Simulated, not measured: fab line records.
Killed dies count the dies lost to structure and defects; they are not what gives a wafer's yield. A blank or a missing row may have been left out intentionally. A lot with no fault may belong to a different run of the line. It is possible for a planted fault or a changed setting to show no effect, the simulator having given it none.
Which tool is to blame? / flow n5-finfet / 11 lots with 32 wafers sampled at 2 steps, on a route of 1938 steps

## WHAT EACH GAUGE READ, for each wafer
N5_BEOL_M12_CD_MEAS_28: target cd 160.2 nm.
lot=L670; measured=day 11 04:51; on=cd-sem-03; cd-nm (nm)=159.9 158.1 159.5
lot=L672; measured=day 11 08:31; on=cd-sem-01; cd-nm (nm)=158.7 157.7 158.0
lot=L671; measured=day 11 12:54; on=cd-sem-03; cd-nm (nm)=158.2 159.3 161.1
lot=L674; measured=day 12 16:44; on=cd-sem-01; cd-nm (nm)=160.5 161.1 160.0
lot=L673; measured=day 12 17:20; on=cd-sem-03; cd-nm (nm)=160.7 160.7
lot=L677; measured=day 12 22:28; on=cd-sem-02; cd-nm (nm)=155.8 156.4 159.2
lot=L675; measured=day 12 23:44; on=cd-sem-03; cd-nm (nm)=158.9 161.2 160.7
lot=L676; measured=day 13 06:28; on=cd-sem-02; cd-nm (nm)=159.8 159.4 159.3
lot=L681; measured=day 14 04:29; on=cd-sem-01; cd-nm (nm)=162.9 161.6 161.7
lot=L679; measured=day 14 05:39; on=cd-sem-01; cd-nm (nm)=161.4 158.8 160.8
lot=L683; measured=day 14 10:33; on=cd-sem-02; cd-nm (nm)=161.6 161.1 161.2

## TOOL THAT RAN EACH LOT (tool first, then ch and the chambers of the sampled wafers, then the start)
lot=L670; N5_BEOL_M12_DESCUM_15=rie-diel-06 ch 0,1, day 11 03:54
lot=L672; N5_BEOL_M12_DESCUM_15=rie-diel-03 ch 0,3, day 11 07:34
lot=L671; N5_BEOL_M12_DESCUM_15=rie-diel-06 ch 0,1,3, day 11 11:15
lot=L674; N5_BEOL_M12_DESCUM_15=rie-diel-06 ch 0,3, day 12 15:54
lot=L673; N5_BEOL_M12_DESCUM_15=rie-diel-02 ch 0,2, day 12 16:23
lot=L677; N5_BEOL_M12_DESCUM_15=rie-diel-03 ch 0,2,3, day 12 21:35
lot=L675; N5_BEOL_M12_DESCUM_15=rie-diel-03 ch 1,2, day 12 22:55
lot=L676; N5_BEOL_M12_DESCUM_15=rie-diel-03 ch 0,1,3, day 13 05:32
lot=L681; N5_BEOL_M12_DESCUM_15=rie-diel-03 ch 0,1, day 14 03:32
lot=L679; N5_BEOL_M12_DESCUM_15=rie-diel-06 ch 0,2,3, day 14 04:42
lot=L683; N5_BEOL_M12_DESCUM_15=rie-diel-02 ch 0,2,3, day 14 09:37
- N5_BEOL_M12_DESCUM_15: chemistry O2, time 7.9 s.

## THE ANSWER, worked out from the rows above alone
Rule: the usual values come from the lots themselves. The widest of any qualifying gaps counts: lots, ordered by their means at a reading, are off when they make up no more than a third of the lots, leave a main group of 4 or more, and stand apart from it by 3 or more times the standard deviation of that group's means. If all means in a main group match to the digits the tables above print for the reading, that group is not used. Also off: a lot with no number at a reading for which 4 or more lots have one. The other lots that the step has rows for count as sound.
Nothing can be told from this: no lot is off at any reading shown.

## WHAT HAD BEEN PUT IN BY THE SIMULATOR
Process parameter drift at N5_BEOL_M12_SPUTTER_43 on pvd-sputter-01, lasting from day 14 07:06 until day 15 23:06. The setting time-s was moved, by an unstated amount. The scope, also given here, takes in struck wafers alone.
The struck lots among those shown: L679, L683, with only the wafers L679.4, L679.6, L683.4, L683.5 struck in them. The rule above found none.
